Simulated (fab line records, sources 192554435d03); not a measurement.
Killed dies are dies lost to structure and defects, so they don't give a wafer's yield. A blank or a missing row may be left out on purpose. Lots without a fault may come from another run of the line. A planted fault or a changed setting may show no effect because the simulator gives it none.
Problem report in the 8D (eight disciplines) form, filled by code | flow n5_finfet | the parts of the form that need people (team, actions taken, sign-off) are left out

1. THE PROBLEM
raw_defect_count at N5_BEOL_M3_INSPECT_59 reads a mean of 340 on 2 wafers of 2 lots; wafers without a fault read 72 with a standard deviation of 31. That is +8.6 standard deviations from the usual mean.
The step: inspects for defects (darkfield).
First seen on wafer L670.5, day 11 09:25, on defect_inspect-02. The record holds 28 wafers of 10 lots with a number at this step. Rule for "out", or "out of limits": more than 4 standard deviations from the usual mean. The other wafers with a number count as sound.

2. WHAT IT IS AND WHAT IT IS NOT
question                    | is                | is not
which readings at this step | raw_defect_count  | -
which lots                  | L670, L671        | L655, L656, L657, L661, L666, L667, L676, L677
which wafers of those lots  | L670.5, L671.3    | L670.1, L670.6, L671.1, L671.5
read on which gauges        | defect_inspect-02 | defect_inspect-01
when                        | from day 11 09:25 | up to then (19 sound wafers); but 7 sound wafers of L671, L676, L677 came after

3. SUSPECTS, AND WHAT RULES EACH OUT
Counting: a tool at a process step up to the reading stays a suspect if it ran every lot that is out. Sound lots after the first of them don't rule it out here, since some wafers of a struck lot are sound.
- the gauge at N5_BEOL_M3_INSPECT_59: ruled out. All the wafers that are out were read on defect_inspect-02, but those of them that N5_PASSIVATION_PROBE_49 has rows for are out there too, on other tools.
- pecvd-02 at N5_BEOL_M3_DEP_57 (deposits SiCN from 3MS/NH3, target thk 8 nm, time 14 s): kept. It ran every lot that is out, first L670 (day 11 09:20); its last sound lot up to then is L667 (day 11 01:19).
- Within pecvd-02 at N5_BEOL_M3_DEP_57: the wafers that are out ran in chamber 2; their sound lot-mates ran in chambers 0, 1.
Left after counting: pecvd-02 at N5_BEOL_M3_DEP_57.

4. THE CAUSE (what the simulator had put in)
Chamber particle source: pecvd-02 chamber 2, from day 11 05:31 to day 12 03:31, at N5_BEOL_M3_DEP_57. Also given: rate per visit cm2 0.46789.
Counting left only this tool.

5. THE CHAIN OF EFFECTS, in route order
Each row: a reading whose mean over the struck wafers that have a number lies more than 3 standard deviations from the usual. Only readings for which the record gives a usual standard deviation are gone through. hours: the time from each lot's start at the first step in this table that gives one to its start at this step, as a median over the lots. sigmas: the change in usual standard deviations.
hours | step                    | reading              | usual  | on struck wafers | change | sigmas
0     | N5_BEOL_M3_INSPECT_59   | raw_defect_count     | 72     | 340              | +268   | +8.6
122   | N5_PASSIVATION_PROBE_49 | defect_limited_yield | 91.4 % | 83.2             | -8.2   | -5.4
122   | N5_PASSIVATION_PROBE_49 | killed_at_M0_to_M3   | 34     | 130              | +96    | +9.6
122   | N5_PASSIVATION_PROBE_49 | killed_dies          | 101    | 198              | +96    | +5.4
122   | N5_PASSIVATION_PROBE_49 | sort_bin_5_function  | 5.0 %  | 10.4             | +5.4   | +5.6
122   | N5_PASSIVATION_PROBE_49 | sort_n_pass          | 1079   | 982              | -96    | -5.4
122   | N5_PASSIVATION_PROBE_49 | sort_yield_pct       | 91.4 % | 83.2             | -8.2   | -5.4
The process steps in it:
- N5_PASSIVATION_PROBE_49
Later measuring or inspecting steps at which every struck wafer that the step has a row for has a number for every such reading, and none has moved that far: N5_BEOL_M4_RC_MEAS_101.

6. WHAT WOULD HAVE CAUGHT IT SOONER
In this record the first reading out of limits at a measuring or inspecting step was taken at day 11 09:25, 4 hours after the fault began at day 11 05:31.
Of the tool readings at N5_BEOL_M3_DEP_57 for which the record gives a usual standard deviation, none was out on any struck wafer, so an alarm limit of 4 standard deviations on them would not have fired.
Of the lots that are out (2), L671 began N5_BEOL_M3_DEP_57 on pecvd-02 after day 11 09:25. A hold on the tool at that time would have spared it.
